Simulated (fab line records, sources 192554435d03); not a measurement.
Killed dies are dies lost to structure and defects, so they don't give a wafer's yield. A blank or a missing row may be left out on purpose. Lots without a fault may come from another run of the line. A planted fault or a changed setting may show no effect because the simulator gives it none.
fab line records | flow n5_finfet
record lots=24 wafers=72 last_day=19
route steps=1938 shown BEOL_M12@1653 BEOL_M13@1659
lots that met no fault: from a run of the same line without faults
start_h: hours from the record's first day to the start of the lot's first wafer shown | wait_h: hours since the lot's step before | " the same as in the row above | L1.1+2: a row that stands for several wafers | - no value, or no start given | * or withheld: withheld | < > ~ a bound
route shown NAME@n: a module of which the file shows steps, and the number in the route of the first | usual: mean/standard deviation of fault-free wafers | same: alike in all rows | chamber/n: place in a boat | sites: the reading at each site | _std_site: their standard deviation | _edge_site: outer sites' mean less inner sites' | radius_mm: how far each site lies from the wafer's centre | mask NAME#n: copy n | behind: the tool/chamber that last shaped the wafer | hold: why the lot was held/for how many hours/how that ended | device: the transistor (n, p or np) that didn't switch | end of line: the same wafers' tests at the end of the route | a step without rows: its recipe alone | killed: dies lost to structure and defects at the first sort, not the wafer's yield | map: a wafer's dies, x killed, . not, _ none there
set.NAME: the setting as run; set.NAME@STEP: as run at that earlier step | model.NAME: the simulator's own value behind a step, which no gauge read
steps of the route over a sample of lots; a table a step, a row a wafer
services: from which hour (start_h, from the record's first day; less than 0 if before it) a tool's chamber was out of use, for how many hours, and why
## steps
# step N5_BEOL_M12_CMP_49
# recipe stop_on=SiOC t_overpolish_s=20.6 down_force_psi=1 platen_rpm=50 clearing_platen_down_force_psi=1.5 clearing_platen_rpm=50 post_cmp_clean=cu_alkaline target_thk_nm=320 clearing_platen_pad_velocity_m_s=0.99484 pad_velocity_m_s=0.99484
# usual barrier_field_endpoint_s=30.1/0.61 motor_current_A=6.0/0.56 overpolish_run_s=20.599/0.0086
# columns lot.wafer tool chamber start_h wait_h barrier_field_endpoint_s motor_current_A overpolish_run_s
L074.4 cmp-02 0 260.25 0.2 29.8 6.2 20.594
L074.5 " 1 " " 30.2 5.1 20.601
L074.6 " 2 " " 29.4 6.3 20.610
L075.4 cmp-01 3 268.50 0.1 31.0 6.5 20.592
L075.1 " 0 " " 30.3 5.5 20.598
L075.2 " 1 " " 31.1 5.2 20.592
L077.2 cmp-02 2 272.78 0.2 29.2 6.1 20.598
L077.3 " 0 " " 29.5 6.4 20.612
L077.1 " 1 " " 29.7 5.5 20.594
L076.1 cmp-03 0 273.63 0.3 29.8 6.9 20.595
L076.4 " 1 " " 30.2 6.3 20.586
L076.3 " 2 " " 30.2 5.6 20.601
L078.2 cmp-01 3 277.19 0.2 30.8 6.8 20.587
L078.4 " 1 " " 30.5 5.4 20.603
L078.5 " 3 " " 31.3 6.7 20.587
L080.1 cmp-01 1 286.05 0.3 30.6 5.3 20.609
L080.2 " 2 " " 30.1 5.7 20.617
L080.6 " 0 " " 30.8 5.8 20.605
L081.4 cmp-02 3 297.32 0.1 30.7 6.2 20.604
L081.3 " 0 " " 30.4 6.0 20.580
L081.1 " 1 " " 29.9 5.2 20.595
L079.2 cmp-01 3 309.42 0.3 29.5 6.9 20.610
L079.3 " 0 " " 29.8 5.8 20.593
L079.6 " 2 " " 29.2 5.8 20.611
L082.2 cmp-01 2 315.60 0.2 30.2 5.9 20.596
L082.4 " 0 " " 28.8 5.4 20.607
L082.3 " 1 " " 29.3 5.2 20.587
L083.1 cmp-03 0 316.06 0.4 29.9 6.5 20.597
L083.4 " 1 " " 30.0 6.4 20.602
L083.6 " 0 " " 30.5 6.6 20.588
L084.3 cmp-03 1 324.01 0.2 28.1 6.6 20.598
L084.5 " 0 " " 29.8 7.0 20.605
L084.6 " 1 " " 29.4 6.5 20.605
L087.1 cmp-03 2 329.32 0.3 29.6 5.7 20.580
L087.3 " 3 " " 29.4 4.8 20.595
L087.6 " 2 " " 29.4 5.7 20.609
L085.4 cmp-02 0 342.44 0.1 30.9 6.3 20.597
L085.6 " 0 " " 30.9 6.6 20.596
L085.5 " 1 " " 29.1 5.4 20.602
L088.2 cmp-02 0 342.87 0.4 31.2 6.2 20.609
L088.4 " 2 " " 30.1 6.2 20.584
L088.6 " 1 " " 30.0 4.9 20.615
L089.1 cmp-03 0 351.60 0.3 30.8 6.3 20.594
L089.4 " 1 " " 30.7 6.5 20.601
L089.6 " 2 " " 29.8 6.1 20.614
L086.4 cmp-01 1 352.90 0.2 30.0 5.7 20.597
L086.1 " 2 " " 30.2 6.0 20.608
L086.5 " 0 " " 29.6 5.9 20.606
L091.4 cmp-02 0 353.03 0.2 30.5 6.6 20.603
L091.5 " 0 " " 30.5 6.2 20.603
L091.6 " 1 " " 30.8 5.2 20.588
L092.1 cmp-02 3 374.95 0.3 30.8 6.4 20.600
L092.2 " 0 " " 30.3 6.3 20.590
L092.5 " 0 " " 30.8 6.6 20.602
L090.3 cmp-01 3 379.47 0.2 30.7 7.0 20.584
L090.4 " 0 " " 29.8 5.7 20.598
L090.2 " 1 " " 30.0 5.5 20.609
L093.2 cmp-01 3 381.76 0.2 29.9 6.9 20.590
L093.4 " 0 " " 29.9 5.6 20.615
L093.5 " 0 " " 30.2 5.4 20.588
L095.3 cmp-01 2 384.84 0.2 30.6 6.1 20.613
L095.2 " 1 " " 31.1 5.1 20.592
L095.6 " 2 " " 30.9 5.7 20.591
L094.4 cmp-02 3 401.08 0.1 30.4 6.2 20.595
L094.2 " 0 " " 30.6 6.2 20.596
L094.5 " 3 " " 30.5 6.1 20.597
L096.4 cmp-02 0 409.51 0.2 31.0 6.5 20.590
L096.3 " 1 " " 30.2 5.2 20.590
L096.6 " 3 " " 31.2 6.2 20.597
L097.4 cmp-01 0 416.22 0.1 29.1 5.9 20.606
L097.3 " 2 " " 30.1 6.0 20.595
L097.5 " 0 " " 29.4 5.6 20.602
# step N5_BEOL_M13_ILD_DEP_00
# recipe material=SiOC target_thk_a=8379.2 temp_c=350 precursor=DEMS/O2 pressure_torr=5 rf_w=500 time_s=166.4
# usual heater_power_w=475/65 showerhead_plenum_p_Torr=5.690/0.017 throttle_valve_pct=11.8/0.6
# columns lot.wafer tool chamber start_h wait_h heater_power_w showerhead_plenum_p_Torr throttle_valve_pct
L074.4 pecvd-03 2 260.68 0.1 518 5.665 10.4
L074.5 " 1 " " 498 5.704 11.4
L074.6 " 0 " " 347 5.694 11.5
L075.1 pecvd-02 2 268.98 0.0 412 5.693 11.9
L075.2 " 1 " " 477 5.712 13.2
L075.4 " 0 " " 470 5.684 12.0
L077.1 pecvd-03 2 273.26 0.0 443 5.668 10.5
L077.2 " 1 " " 467 5.679 11.7
L077.3 " 0 " " 333 5.681 11.8
L076.1 pecvd-04 0 274.08 0.0 413 5.684 11.6
L076.3 " 1 " " 427 5.675 12.1
L076.4 " 2 " " 574 5.683 11.3
L078.2 pecvd-03 1 277.63 0.0 515 5.692 11.7
L078.4 " 1 " " 435 5.708 11.8
L078.5 " 0 " " 318 5.683 11.9
L080.1 pecvd-04 1 286.46 0.0 399 5.711 12.2
L080.2 " 2 " " 527 5.698 11.1
L080.6 " 0 " " 391 5.694 11.5
L081.1 pecvd-02 0 297.80 0.0 494 5.705 11.9
L081.3 " 2 " " 471 5.699 11.9
L081.4 " 2 " " 505 5.680 11.6
L079.2 pecvd-04 1 309.83 0.0 425 5.705 12.5
L079.3 " 0 " " 486 5.691 11.7
L079.6 " 1 " " 451 5.702 12.1
L082.2 pecvd-02 0 316.11 0.0 556 5.707 11.9
L082.3 " 1 " " 524 5.701 12.5
L082.4 " 1 " " 432 5.702 13.1
L083.1 pecvd-04 2 316.57 0.0 542 5.691 11.1
L083.4 " 0 " " 500 5.684 11.5
L083.6 " 2 " " 590 5.685 11.0
L084.3 pecvd-04 0 324.46 0.0 480 5.697 11.3
L084.5 " 2 " " 497 5.696 11.1
L084.6 " 0 " " 380 5.689 11.4
L087.1 pecvd-02 2 329.78 0.0 427 5.681 12.0
L087.3 " 0 " " 596 5.723 12.0
L087.6 " 2 " " 460 5.698 12.1
L085.4 pecvd-03 1 342.98 0.1 419 5.684 11.8
L085.5 " 1 " " 455 5.695 11.6
L085.6 " 2 " " 470 5.664 10.5
L088.2 pecvd-02 2 343.38 0.0 488 5.675 11.8
L088.4 " 2 " " 500 5.689 11.6
L088.6 " 1 " " 413 5.699 13.0
L089.1 pecvd-04 0 352.01 0.0 500 5.687 11.4
L089.4 " 0 " " 395 5.696 11.3
L089.6 " 0 " " 429 5.687 11.4
L086.1 pecvd-02 2 353.30 0.0 469 5.677 11.7
L086.4 " 2 " " 511 5.682 12.0
L086.5 " 1 " " 420 5.693 12.8
L091.4 pecvd-03 1 353.57 0.1 502 5.687 11.6
L091.5 " 1 " " 416 5.695 11.6
L091.6 " 2 " " 525 5.658 11.0
L092.1 pecvd-02 0 375.43 0.0 530 5.722 11.7
L092.2 " 2 " " 445 5.678 11.5
L092.5 " 0 " " 586 5.711 12.0
L090.2 pecvd-04 1 379.91 0.0 445 5.705 12.4
L090.3 " 2 " " 515 5.695 11.2
L090.4 " 1 " " 462 5.692 12.3
L093.2 pecvd-02 2 382.25 0.0 451 5.675 11.8
L093.4 " 2 " " 477 5.693 12.1
L093.5 " 1 " " 534 5.691 12.8
L095.2 pecvd-02 2 385.35 0.0 477 5.676 12.2
L095.3 " 2 " " 485 5.678 11.8
L095.6 " 2 " " 394 5.696 11.9
L094.2 pecvd-03 1 401.59 0.0 517 5.711 11.7
L094.4 " 1 " " 528 5.695 11.9
L094.5 " 2 " " 513 5.658 10.6
L096.3 pecvd-02 2 409.97 0.1 479 5.678 11.9
L096.4 " 0 " " 578 5.715 12.0
L096.6 " 2 " " 486 5.676 12.2
L097.3 pecvd-03 1 416.70 0.0 485 5.697 11.7
L097.4 " 2 " " 515 5.659 10.6
L097.5 " 0 " " 333 5.671 11.9
# step N5_BEOL_M13_OVL_MEAS_11
# recipe points_per_wafer=44
# usual V12_OVL=-2/4.6
# columns lot.wafer tool chamber start_h wait_h V12_OVL[nm]
L074.4 overlay-02 0 261.23 0.0 -4
L074.5 " 0 " " 1
L074.6 " 0 " " 1
L075.1 overlay-02 0 269.60 0.0 1
L075.2 " 0 " " 0
L075.4 " 0 " " -8
L077.1 overlay-02 0 273.74 0.0 -10
L077.2 " 0 " " -1
L077.3 " 0 " " -10
L076.1 overlay-02 0 274.56 0.0 -9
L076.3 " 0 " " -3
L076.4 " 0 " " 2
L078.2 overlay-02 0 278.25 0.0 -6
L078.4 " 0 " " -3
L078.5 " 0 " " -6
L080.1 overlay-01 0 286.94 0.0 -6
L080.2 " 0 " " 1
L080.6 " 0 " " -1
L081.1 overlay-02 0 298.29 0.0 3
L081.3 " 0 " " 1
L081.4 " 0 " " -4
L079.2 overlay-01 0 310.32 0.0 -9
L079.3 " 0 " " -2
L079.6 " 0 " " -9
L082.2 overlay-01 0 316.60 0.0 -2
L082.3 " 0 " " -2
L082.4 " 0 " " 2
L083.1 overlay-02 0 317.18 0.0 -7
L083.4 " 0 " " -4
L083.6 " 0 " " -13
L084.3 overlay-02 0 325.07 0.0 6
L084.5 " 0 " " 3
L084.6 " 0 " " -3
L087.1 overlay-02 0 330.39 0.0 -14
L087.3 " 0 " " -7
L087.6 " 0 " " 1
L085.4 overlay-01 0 343.59 0.0 5
L085.5 " 0 " " -1
L085.6 " 0 " " 3
L088.2 overlay-01 0 343.99 0.0 -1
L088.4 " 0 " " 4
L088.6 " 0 " " -5
L089.1 overlay-01 0 352.67 0.0 -3
L089.4 " 0 " " 1
L089.6 " 0 " " 1
L086.1 overlay-01 0 353.91 0.0 -8
L086.4 " 0 " " -4
L086.5 " 0 " " -9
L091.4 overlay-01 0 354.18 0.0 1
L091.5 " 0 " " 6
L091.6 " 0 " " 0
L092.1 overlay-01 0 376.05 0.0 -9
L092.2 " 0 " " 0
L092.5 " 0 " " -7
L090.2 overlay-02 0 380.40 0.0 -3
L090.3 " 0 " " -1
L090.4 " 0 " " -5
L093.2 overlay-01 0 382.86 0.0 2
L093.4 " 0 " " -2
L093.5 " 0 " " 1
L095.2 overlay-02 0 385.89 0.0 -9
L095.3 " 0 " " -4
L095.6 " 0 " " -2
L094.2 overlay-02 0 402.07 0.0 2
L094.4 " 0 " " 1
L094.5 " 0 " " 0
L096.3 overlay-01 0 410.58 0.0 -8
L096.4 " 0 " " -13
L096.6 " 0 " " -8
L097.3 overlay-02 0 417.19 0.0 -5
L097.4 " 0 " " -3
L097.5 " 0 " " 2
# step N5_BEOL_M13_INSPECT_12
# recipe mode=adi inspect_instrument=macro
# usual raw_defect_count=2.1/1.4
# columns lot.wafer tool chamber start_h wait_h raw_defect_count
L074.4 defect_inspect-02 - 261.25 0.0 1
L074.5 " - " " 1
L074.6 " - " " 2
L075.1 defect_inspect-02 - 269.63 0.0 2
L075.2 " - " " 2
L075.4 " - " " 3
L077.1 defect_inspect-01 - 273.77 0.0 3
L077.2 " - " " 0
L077.3 " - " " 3
L076.1 defect_inspect-01 - 274.59 0.0 2
L076.3 " - " " 1
L076.4 " - " " 3
L078.2 defect_inspect-01 - 278.27 0.0 2
L078.4 " - " " 0
L078.5 " - " " 3
L080.1 defect_inspect-01 - 286.97 0.0 0
L080.2 " - " " 0
L080.6 " - " " 1
L081.1 defect_inspect-02 - 298.32 0.0 2
L081.3 " - " " 2
L081.4 " - " " 2
L079.2 defect_inspect-01 - 310.34 0.0 5
L079.3 " - " " 3
L079.6 " - " " 7
L082.2 defect_inspect-02 - 316.62 0.0 6
L082.3 " - " " 2
L082.4 " - " " 2
L083.1 defect_inspect-02 - 317.20 0.0 2
L083.4 " - " " 1
L083.6 " - " " 1
L084.3 defect_inspect-01 - 325.09 0.0 2
L084.5 " - " " 2
L084.6 " - " " 1
L087.1 defect_inspect-01 - 330.41 0.0 3
L087.3 " - " " 2
L087.6 " - " " 1
L085.4 defect_inspect-01 - 343.62 0.0 2
L085.5 " - " " 1
L085.6 " - " " 1
L088.2 defect_inspect-02 - 344.02 0.0 1
L088.4 " - " " 1
L088.6 " - " " 4
L089.1 defect_inspect-02 - 352.83 0.2 5
L089.4 " - " " 1
L089.6 " - " " 0
L086.1 defect_inspect-02 - 353.94 0.0 3
L086.4 " - " " 3
L086.5 " - " " 4
L091.4 defect_inspect-02 - 354.21 0.0 5
L091.5 " - " " 3
L091.6 " - " " 2
L092.1 defect_inspect-02 - 376.08 0.0 2
L092.2 " - " " 1
L092.5 " - " " 1
L090.2 defect_inspect-01 - 380.42 0.0 3
L090.3 " - " " 7
L090.4 " - " " 2
L093.2 defect_inspect-02 - 382.88 0.0 2
L093.4 " - " " 0
L093.5 " - " " 0
L095.2 defect_inspect-02 - 385.92 0.0 2
L095.3 " - " " 3
L095.6 " - " " 2
L094.2 defect_inspect-01 - 402.10 0.0 2
L094.4 " - " " 2
L094.5 " - " " 2
L096.3 defect_inspect-01 - 410.61 0.0 3
L096.4 " - " " 3
L096.6 " - " " 3
L097.3 defect_inspect-01 - 417.21 0.0 1
L097.4 " - " " 2
L097.5 " - " " 2
# step N5_BEOL_M13_DESCUM_15
# recipe chemistry=O2 time_s=7.9 source_power_w=50 bias_power_w=20 pressure_mtorr=20 rf_frequency_hz=2.712e+07 temp_c=40 o2_flow_sccm=225
# usual bias_power_w=20.00/0.056 chamber_pressure_mTorr=20.001/0.017 drypump_motor_current_A=5.9/0.4 oes_product_au=0.78/0.079 rf_vpp_V=242.6/1.6 showerhead_plenum_p_Torr=2.05/0.086 throttle_valve_pct=20.46/0.24
# columns lot.wafer tool chamber start_h wait_h bias_power_w chamber_pressure_mTorr drypump_motor_current_A oes_product_au rf_hours_counter_h rf_vpp_V showerhead_plenum_p_Torr throttle_valve_pct
L074.4 rie_diel-04 3 261.30 0.0 20.10 19.995 6.4 0.76 - 241.8 1.92 20.67
L074.5 " 0 " " 19.94 20.032 5.9 0.74 - 243.6 2.00 20.26
L074.6 " 3 " " 20.01 19.983 6.4 0.75 - 240.2 1.92 20.65
L075.1 rie_diel-04 3 269.92 0.3 20.07 19.998 6.4 0.75 165 241.5 1.92 20.67
L075.2 " 0 " " 20.01 19.982 5.9 0.74 178 242.2 2.00 20.28
L075.4 " 2 " " 19.89 20.003 6.2 0.91 27 242.5 2.05 20.10
L077.1 rie_diel-04 1 273.80 0.0 19.97 20.007 5.3 0.77 147 241.3 2.01 20.30
L077.2 " 0 " " 20.03 20.011 5.9 0.73 179 241.1 2.00 20.29
L077.3 " 3 " " 20.04 20.021 6.4 0.75 166 240.5 1.92 20.64
L076.1 rie_diel-04 2 274.62 0.0 20.13 19.996 6.2 0.91 29 242.6 2.05 20.11
L076.3 " 0 " " 20.07 19.979 5.9 0.73 179 241.2 2.00 20.28
L076.4 " 1 " " 19.94 20.021 5.3 0.77 147 241.5 2.01 20.32
L078.2 rie_diel-05 1 278.40 0.1 19.99 20.003 5.6 0.71 219 243.5 2.16 20.27
L078.4 " 2 " " 20.00 19.989 5.1 0.80 127 243.3 2.10 20.61
L078.5 " 3 " " 20.03 19.980 5.7 0.90 - 245.0 2.22 20.04
L080.1 rie_diel-04 1 287.00 0.0 19.97 19.989 5.2 0.76 151 242.1 2.01 20.34
L080.2 " 0 " " 19.95 20.024 5.9 0.74 183 239.9 2.00 20.27
L080.6 " 3 " " 20.00 20.001 6.4 0.74 - 241.0 1.92 20.67
L081.1 rie_diel-06 0 298.44 0.1 20.07 19.969 6.1 0.74 181 242.9 2.09 20.71
L081.3 " 1 " " 20.03 20.024 6.2 0.85 57 244.2 2.13 20.71
L081.4 " 0 " " 20.00 19.999 6.1 0.74 - 243.9 2.09 20.72
L079.2 rie_diel-06 3 310.37 0.0 20.09 19.981 6.2 0.75 176 243.4 2.09 20.71
L079.3 " 1 " " 20.04 19.981 6.2 0.84 61 244.5 2.13 20.72
L079.6 " 1 " " 20.03 19.983 6.2 0.83 - 243.1 2.13 20.71
L082.2 rie_diel-04 2 316.76 0.1 20.04 19.992 6.2 0.89 43 242.8 2.05 20.13
L082.3 " 3 " " 20.05 19.983 6.4 0.74 179 241.1 1.91 20.67
L082.4 " 1 " " 19.92 20.024 5.2 0.76 161 243.4 2.01 20.36
L083.1 rie_diel-05 2 317.37 0.2 19.94 20.012 5.1 0.79 138 244.0 2.09 20.62
L083.4 " 1 " " 20.04 20.025 5.6 0.69 229 243.9 2.15 20.30
L083.6 " 3 " " 20.01 19.987 5.7 0.88 - 245.3 2.22 20.04
L084.3 rie_diel-06 0 325.12 0.0 20.06 19.983 6.2 0.73 191 243.9 2.08 20.75
L084.5 " 1 " " 20.04 20.009 6.2 0.83 - 243.7 2.13 20.72
L084.6 " 2 " " 20.00 20.008 6.1 1.00 - 243.9 2.14 20.42
L087.1 rie_diel-05 3 330.49 0.1 19.89 20.016 5.7 0.86 38 244.7 2.22 20.06
L087.3 " 2 " " 19.98 19.991 5.1 0.78 143 242.7 2.09 20.63
L087.6 " 1 " " 19.89 19.974 5.6 0.69 - 243.1 2.15 20.30
L085.4 rie_diel-06 1 343.65 0.0 19.96 20.014 6.2 0.83 69 242.6 2.12 20.73
L085.5 " 0 " " 20.02 19.992 6.2 0.73 - 243.7 2.08 20.75
L085.6 " 1 " " 20.01 19.971 6.2 0.83 - 243.6 2.12 20.75
L088.2 rie_diel-04 3 344.05 0.0 20.04 20.006 6.5 0.73 188 240.8 1.91 20.70
L088.4 " 1 " " 20.05 20.012 5.3 0.75 169 242.3 2.01 20.35
L088.6 " 2 " " 20.00 19.986 6.2 0.88 - 240.7 2.05 20.13
L089.1 rie_diel-04 2 352.87 0.0 19.96 19.986 6.2 0.88 52 242.2 2.05 20.12
L089.4 " 0 " " 19.94 19.996 5.9 0.72 204 241.4 1.99 20.30
L089.6 " 0 " " 20.00 20.041 5.9 0.72 - 240.2 1.99 20.31
L086.1 rie_diel-05 0 354.16 0.2 19.98 20.011 5.9 0.68 241 243.2 2.14 20.83
L086.4 " 2 " " 19.91 20.000 5.1 0.77 150 243.2 2.09 20.64
L086.5 " 3 " " 20.07 19.974 5.7 0.86 - 246.5 2.21 20.08
L091.4 rie_diel-04 3 354.25 0.0 20.01 20.008 6.4 0.73 190 242.1 1.91 20.71
L091.5 " 1 " " 19.96 20.003 5.2 0.76 - 242.1 2.00 20.35
L091.6 " 2 " " 19.97 20.009 6.2 0.87 - 243.3 2.05 20.14
L092.1 rie_diel-04 3 376.11 0.0 19.90 19.989 6.4 0.73 197 240.3 1.91 20.70
L092.2 " 2 " " 19.94 19.989 6.3 0.86 61 243.0 2.04 20.16
L092.5 " 0 " " 19.99 20.027 5.9 0.71 - 240.4 1.99 20.31
L090.2 rie_diel-04 1 380.45 0.0 20.07 20.029 5.3 0.75 181 242.8 2.00 20.36
L090.3 " 3 " " 20.01 19.973 6.4 0.72 199 241.6 1.91 20.71
L090.4 " 0 " " 19.99 19.980 5.9 0.71 213 241.8 1.99 20.32
L093.2 rie_diel-04 0 382.96 0.1 19.93 20.014 5.9 0.71 213 241.0 1.99 20.32
L093.4 " 1 " " 19.92 20.012 5.3 0.74 182 240.0 2.00 20.36
L093.5 " 2 " " 20.08 19.990 6.3 0.86 - 242.5 2.04 20.16
L095.2 rie_diel-05 3 386.16 0.2 20.02 19.988 5.7 0.85 54 246.4 2.21 20.10
L095.3 " 0 " " 20.00 19.978 5.9 0.67 249 244.0 2.14 20.82
L095.6 " 0 " " 19.96 20.032 5.9 0.67 - 243.5 2.14 20.83
L094.2 rie_diel-06 1 402.21 0.1 19.98 19.985 6.2 0.81 84 242.8 2.12 20.76
L094.4 " 3 " " 19.96 20.008 6.3 0.73 202 242.8 2.08 20.78
L094.5 " 0 " " 20.01 20.003 6.1 0.71 - 243.4 2.08 20.78
L096.3 rie_diel-04 0 410.64 0.0 20.01 20.004 5.9 0.71 223 240.1 1.99 20.35
L096.4 " 2 " " 19.97 19.998 6.2 0.84 73 241.8 2.04 20.16
L096.6 " 0 " " 19.87 20.015 5.9 0.71 - 241.9 1.99 20.34
L097.3 rie_diel-05 0 417.59 0.4 20.09 20.006 5.9 0.98 2 245.4 2.14 20.44
L097.4 " 0 " " 19.97 19.989 5.9 0.97 - 243.8 2.14 20.45
L097.5 " 3 " " 20.05 20.010 5.8 0.83 - 247.0 2.21 20.11
# step N5_BEOL_M13_INSPECT_30
# recipe mode=adi inspect_instrument=macro
# usual raw_defect_count=1.9/1.3
# columns lot.wafer tool chamber start_h wait_h raw_defect_count
L074.4 defect_inspect-02 - 262.48 0.0 3
L074.5 " - " " 1
L074.6 " - " " 1
L075.1 defect_inspect-02 - 270.83 0.0 1
L075.2 " - " " 2
L075.4 " - " " 2
L077.1 defect_inspect-02 - 274.84 0.0 0
L077.2 " - " " 2
L077.3 " - " " 2
L076.1 defect_inspect-02 - 275.65 0.0 1
L076.3 " - " " 2
L076.4 " - " " 1
L078.2 defect_inspect-02 - 279.31 0.0 2
L078.4 " - " " 3
L078.5 " - " " 3
L080.1 defect_inspect-02 - 288.04 0.0 2
L080.2 " - " " 5
L080.6 " - " " 3
L081.1 defect_inspect-01 - 299.47 0.0 3
L081.3 " - " " 0
L081.4 " - " " 3
L079.2 defect_inspect-02 - 311.29 0.0 2
L079.3 " - " " 2
L079.6 " - " " 5
L082.2 defect_inspect-01 - 317.67 0.0 2
L082.3 " - " " 0
L082.4 " - " " 2
L083.1 defect_inspect-02 - 318.40 0.0 7
L083.4 " - " " 2
L083.6 " - " " 2
L084.3 defect_inspect-01 - 326.03 0.0 3
L084.5 " - " " 1
L084.6 " - " " 0
L087.1 defect_inspect-02 - 331.41 0.0 1
L087.3 " - " " 3
L087.6 " - " " 6
L085.4 defect_inspect-01 - 344.69 0.0 1
L085.5 " - " " 4
L085.6 " - " " 3
L088.2 defect_inspect-02 - 344.96 0.0 0
L088.4 " - " " 2
L088.6 " - " " 2
L089.1 defect_inspect-02 - 353.90 0.0 1
L089.4 " - " " 3
L089.6 " - " " 1
L086.1 defect_inspect-02 - 355.19 0.0 1
L086.4 " - " " 2
L086.5 " - " " 2
L091.4 defect_inspect-02 - 355.36 0.0 1
L091.5 " - " " 5
L091.6 " - " " 3
L092.1 defect_inspect-01 - 377.14 0.0 1
L092.2 " - " " 1
L092.5 " - " " 3
L090.2 defect_inspect-02 - 381.36 0.0 1
L090.3 " - " " 2
L090.4 " - " " 4
L093.2 defect_inspect-01 - 383.87 0.0 3
L093.4 " - " " 1
L093.5 " - " " 2
L095.2 defect_inspect-01 - 387.19 0.0 2
L095.3 " - " " 2
L095.6 " - " " 1
L094.2 defect_inspect-01 - 405.12 0.0 1
L094.4 " - " " 3
L094.5 " - " " 2
L096.3 defect_inspect-02 - 411.68 0.0 0
L096.4 " - " " 3
L096.6 " - " " 2
L097.3 defect_inspect-02 - 418.62 0.0 1
L097.4 " - " " 1
L097.5 " - " " 5
## services
# columns tool chamber start_h hours kind
pecvd-03 - 240.73 2.1 repair
rie_diel-04 1 246.57 21.8 repair
cmp-01 - 249.10 0.4 repair
cmp-01 - 251.39 2.2 repair
pecvd-04 - 251.81 1.5 repair
cmp-03 - 253.11 4.0 pm
rie_diel-04 2 259.91 4.9 repair
cmp-01 - 263.06 4.0 pm
rie_diel-06 1 310.69 9.2 repair
pecvd-02 - 310.81 0.5 repair
cmp-02 - 313.46 4.0 pm
pecvd-04 0 328.19 19.8 repair
pecvd-03 0 339.53 21.9 repair
pecvd-04 2 349.28 2.9 repair
pecvd-04 - 359.94 3.2 repair
cmp-01 - 361.70 0.2 repair
cmp-02 - 363.83 0.7 repair
cmp-01 - 382.16 0.9 repair
rie_diel-04 1 390.12 10.1 repair
rie_diel-06 - 396.61 2.8 pm
pecvd-03 - 397.88 2.8 pm
cmp-01 - 399.06 5.6 pm
pecvd-03 - 408.84 5.8 repair
pecvd-03 - 417.26 5.3 repair
## key
fault none
